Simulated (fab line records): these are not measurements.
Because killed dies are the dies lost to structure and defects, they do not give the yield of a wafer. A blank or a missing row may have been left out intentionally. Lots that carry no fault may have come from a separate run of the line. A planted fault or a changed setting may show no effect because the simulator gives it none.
The tool behind it: which one?	flow nand_harc	Sampling: 11 lots, 33 wafers, 5 of 1302 route steps

WHAT THE GAUGES SHOWED, per wafer
NHARC_END_SORT_01. Usual: killed_at_array 54, standard deviation 17; killed_at_other 0.7, standard deviation 1; killed_at_periphery 3.7, standard deviation 2.9; killed_dies 58, standard deviation 16; killed_open 3.2, standard deviation 1.9; killed_short 2.2, standard deviation 1.5.
lot	measured	on	killed_at_array	killed_at_other	killed_at_periphery	killed_dies	killed_open	killed_short	flag
L672	day 25 11:56	prober-02	91 89 78	1 0 0	2 7 3	94 96 81	0 6 3	3 2 3	
L681	day 28 23:13	prober-02	24 26 18	1 5 3	3 4 5	28 35 26	1 2 4	5 1 3	
L687	day 31 17:40	prober-01	675 675 675	0 0 0	2 2 2	677 677 677	4 0 3	2 2 1	OFF
L688	day 32 06:31	prober-02	670 672 670	0 0 0	7 5 7	677 677 677	1 7 3	5 2 0	OFF
L690	day 33 06:00	prober-01	54 37 40	2 0 1	1 5 1	57 42 42	3 7 4	4 3 1	

EACH LOT AND THE TOOL THAT RAN IT (in order: tool; ch and the chambers of the sampled wafers; start)
lot	NHARC_A_STAIRCASE_TRIM_226	NHARC_A_STAIRCASE_ETCH_230	NHARC_A_STAIRCASE_TRIM_231	NHARC_A_STAIRCASE_ETCH_234
L669	rie_diel-09 ch 0,1,3, day 16 13:53 or earlier	rie_diel-13 ch 0,1,2, day 16 13:53 or earlier	rie_diel-13 ch 1,2, day 16 13:53	rie_diel-13 ch 0,2,3, no start
L672	rie_diel-09 ch 0,2,3, day 17 07:11 or earlier	rie_diel-09 ch 0,2,3, day 17 07:11 or earlier	rie_diel-09 ch 1,2,3, day 17 07:11	rie_diel-09 ch 0,2,3, day 25 11:56 or earlier
L673	rie_diel-09 ch 1,2, day 18 04:40 or earlier	rie_diel-09 ch 0,1,2, day 18 04:40 or earlier	rie_diel-09 ch 0,1,3, day 18 04:40	rie_diel-09 ch 1,2,3, no start
L674	rie_diel-13 ch 0,1, day 18 10:22 or earlier	rie_diel-04 ch 2,3, day 18 10:22 or earlier	rie_diel-04 ch 0,2, day 18 10:22	rie_diel-04 ch 0,2,3, no start
L675	rie_diel-04 ch 0,1,3, day 18 17:51 or earlier	rie_diel-04 ch 0,2, day 18 17:51 or earlier	rie_diel-04 ch 0,2,3, day 18 17:51	rie_diel-04 ch 1,3, no start
L681	rie_diel-13 ch 0,1,3, day 20 20:18 or earlier	rie_diel-04 ch 0,1,3, day 20 20:18 or earlier	rie_diel-04 ch 0,1, day 20 20:18	rie_diel-04 ch 0,1,3, day 28 23:13 or earlier
L687	rie_diel-09 ch 1,2,3, day 23 14:56 or earlier	rie_diel-09 ch 0,3, day 23 14:56 or earlier	rie_diel-09 ch 0,2,3, day 23 14:56	rie_diel-09 ch 0,2,3, day 31 17:40 or earlier
L688	rie_diel-09 ch 0,1, day 24 04:26 or earlier	rie_diel-09 ch 1,3, day 24 04:26 or earlier	rie_diel-09 ch 0,1,2, day 24 04:26	rie_diel-09 ch 0,1, day 32 06:31 or earlier
L690	rie_diel-09 ch 2,3, day 24 18:46 or earlier	rie_diel-04 ch 2,3, day 24 18:46 or earlier	rie_diel-04 ch 1,2, day 24 18:46	rie_diel-04 ch 2,3, day 33 06:00 or earlier
L691	rie_diel-13 ch 0,1,2, day 25 10:52 or earlier	rie_diel-13 ch 1,2,3, day 25 10:52 or earlier	rie_diel-13 ch 0,1,3, day 25 10:52	rie_diel-13 ch 0,2,3, no start
L692	rie_diel-09 ch 1,2,3, day 25 22:25 or earlier	rie_diel-09 ch 1,2,3, day 25 22:25 or earlier	rie_diel-09 ch 0,2,3, day 25 22:25	rie_diel-09 ch 1,3, no start
- NHARC_A_STAIRCASE_TRIM_226: chemistry O2, time 211.2 s.
- NHARC_A_STAIRCASE_ETCH_230: etches the open film in C4F8/O2, target depth 100 nm, time 40.5 s.
- NHARC_A_STAIRCASE_TRIM_231: chemistry O2, time 211.2 s.
- NHARC_A_STAIRCASE_ETCH_234: etches the open film in C4F8/O2, target depth 100 nm, time 40.5 s.

WHAT THE TOOLS THEMSELVES READ (means of the sampled wafers that have a number; where no wafer has one, the mark that the record gives instead)
NHARC_A_STAIRCASE_TRIM_226. Usual: value, then standard deviation, for each; chamber_pressure_mTorr 60.00 mTorr / 0.053; drypump_motor_current_A 5.7 A / 0.34; mfc_ar_sccm 0.009 sccm / 0.013; oes_product_au 1.000 a.u. / 0.015; rf_vpp_V 57.8 V / 0.97; showerhead_plenum_p_Torr 3.52 Torr / 0.15; throttle_valve_pct 17.037 % / 0.0094.
lot	tool	chamber_pressure_mTorr (mTorr)	drypump_motor_current_A (A)	mfc_ar_sccm (sccm)	oes_product_au (a.u.)	rf_vpp_V (V)	showerhead_plenum_p_Torr (Torr)	throttle_valve_pct (%)	flag
L669	rie_diel-09	60.03	5.7	0.009	0.991	57.3	3.55	17.034	
L672	rie_diel-09	59.98	5.9	0.009	0.992	58.3	3.62	17.033	
L673	rie_diel-09	59.97	6.0	0.000	0.990	57.2	3.49	17.035	
L674	rie_diel-13	60.05	5.8	0.008	1.003	57.8	3.39	17.042	
L675	rie_diel-04	60.02	5.8	0.020	1.009	58.5	3.52	17.037	
L681	rie_diel-13	60.06	5.6	0.008	1.001	57.4	3.52	17.032	
L687	rie_diel-09	59.99	5.8	0.000	0.993	57.4	3.48	17.032	
L688	rie_diel-09	59.98	6.0	0.018	0.986	58.4	3.62	17.044	
L690	rie_diel-09	60.08	5.9	0.000	0.997	58.1	3.54	17.038	
L691	rie_diel-13	60.05	5.5	0.008	1.004	58.0	3.47	17.038	
L692	rie_diel-09	60.03	5.8	0.000	0.997	57.5	3.47	17.046	

NHARC_A_STAIRCASE_ETCH_230. Usual: bias_w 1000.2 W, standard deviation 2.8; oes_product_au 0.942 a.u., standard deviation 0.02; rf_vpp_V 896 V, standard deviation 5.9.
lot	tool	bias_w (W)	oes_product_au (a.u.)	rf_vpp_V (V)	flag
L669	rie_diel-13	999.9	0.968	895	
L672	rie_diel-09	998.5	0.939	898	
L673	rie_diel-09	1002.0	0.941	899	
L674	rie_diel-04	1003.4	0.910	888	
L675	rie_diel-04	999.2	0.956	897	
L681	rie_diel-04	1002.5	0.960	895	
L687	rie_diel-09	995.8	0.941	900	
L688	rie_diel-09	997.4	0.959	892	
L690	rie_diel-04	1000.8	0.926	895	
L691	rie_diel-13	999.5	0.953	898	
L692	rie_diel-09	1002.3	0.932	894	

NHARC_A_STAIRCASE_TRIM_231. Usual: value, then standard deviation, for each; chamber_pressure_mTorr 59.99 mTorr / 0.053; drypump_motor_current_A 5.7 A / 0.34; mfc_ar_sccm 0.010 sccm / 0.015; oes_product_au 1.000 a.u. / 0.016; rf_vpp_V 57.8 V / 0.99; showerhead_plenum_p_Torr 3.52 Torr / 0.16; throttle_valve_pct 17.037 % / 0.0096.
lot	tool	chamber_pressure_mTorr (mTorr)	drypump_motor_current_A (A)	mfc_ar_sccm (sccm)	oes_product_au (a.u.)	rf_vpp_V (V)	showerhead_plenum_p_Torr (Torr)	throttle_valve_pct (%)	flag
L669	rie_diel-13	59.98	5.7	0.000	1.015	58.4	3.45	17.034	
L672	rie_diel-09	59.99	5.8	0.000	1.002	57.3	3.50	17.033	
L673	rie_diel-09	60.03	5.8	0.009	1.001	57.6	3.54	17.040	
L674	rie_diel-04	59.98	5.7	0.012	1.013	58.1	3.59	17.028	
L675	rie_diel-04	59.95	5.8	0.020	1.010	57.7	3.46	17.033	
L681	rie_diel-04	60.00	5.5	0.006	1.007	57.3	3.55	17.037	
L687	rie_diel-09	-	-	-	-	-	-	-	OFF
L688	rie_diel-09	-	-	-	-	-	-	-	OFF
L690	rie_diel-04	59.95	5.5	0.000	0.978	58.0	3.69	17.036	
L691	rie_diel-13	59.97	5.6	0.008	0.996	57.1	3.50	17.046	
L692	rie_diel-09	60.02	5.9	0.009	0.992	57.4	3.58	17.044	

NHARC_A_STAIRCASE_ETCH_234. Usual: bias_w 1000 W, standard deviation 3.3; oes_product_au 0.942 a.u., standard deviation 0.015; rf_vpp_V 895 V, standard deviation 5.9.
lot	tool	bias_w (W)	oes_product_au (a.u.)	rf_vpp_V (V)	flag
L669	rie_diel-13	1001	0.952	899	
L672	rie_diel-09	1002	0.932	899	
L673	rie_diel-09	999	0.948	894	
L674	rie_diel-04	1001	0.944	894	
L675	rie_diel-04	1000	0.945	891	
L681	rie_diel-04	998	0.942	895	
L687	rie_diel-09	999	0.932	897	
L688	rie_diel-09	999	0.938	895	
L690	rie_diel-04	1004	0.939	900	
L691	rie_diel-13	998	0.945	898	
L692	rie_diel-09	999	0.945	891	

THE ANSWER, worked out from the rows above alone
Rule: a lot counts as off when the mean over its wafers that have a number is more than 3 standard deviations away from the usual mean. A lot without any number at a reading at which 4 lots or more have one is off too. Where the step has rows for the other lots, those lots are counted as sound. First the gauges in route order, then the tools' own readings, where a lot's mean is used as printed above. At the first step where some lot is off, the reading lying furthest off is the one used; lots without a number count as furthest.
Off, at NHARC_END_SORT_01 on killed_dies: L687, L688. Neither off nor sound, because the step has no rows for them: L669, L673, L674, L675, L691, L692.
If a tool, at a process step before that reading, ran all the lots that are off and no sound lot after the first of them, it fits. Not tried: the gauges at NHARC_END_SORT_01; whatever is off there is also off at NHARC_A_STAIRCASE_TRIM_231, on other tools, and gauge error can't account for it. With no start given for some of its lots, NHARC_A_STAIRCASE_TRIM_226 uses the hours and lot order of NHARC_A_STAIRCASE_TRIM_231. With no start given for some of its lots, NHARC_A_STAIRCASE_ETCH_230 uses the hours and lot order of NHARC_A_STAIRCASE_TRIM_231. With no start given for some of its lots, NHARC_A_STAIRCASE_ETCH_234 uses the hours and lot order of NHARC_END_SORT_01. One fits: NHARC_A_STAIRCASE_ETCH_230 and NHARC_A_STAIRCASE_TRIM_231 and NHARC_A_STAIRCASE_ETCH_234 on rie_diel-09. At NHARC_A_STAIRCASE_ETCH_230 its last sound lot is L672 (day 17 07:11), its first lot that is off L687 (day 23 14:56): a fault that began between those two fits.

WHAT THE SIMULATOR HAD INSERTED
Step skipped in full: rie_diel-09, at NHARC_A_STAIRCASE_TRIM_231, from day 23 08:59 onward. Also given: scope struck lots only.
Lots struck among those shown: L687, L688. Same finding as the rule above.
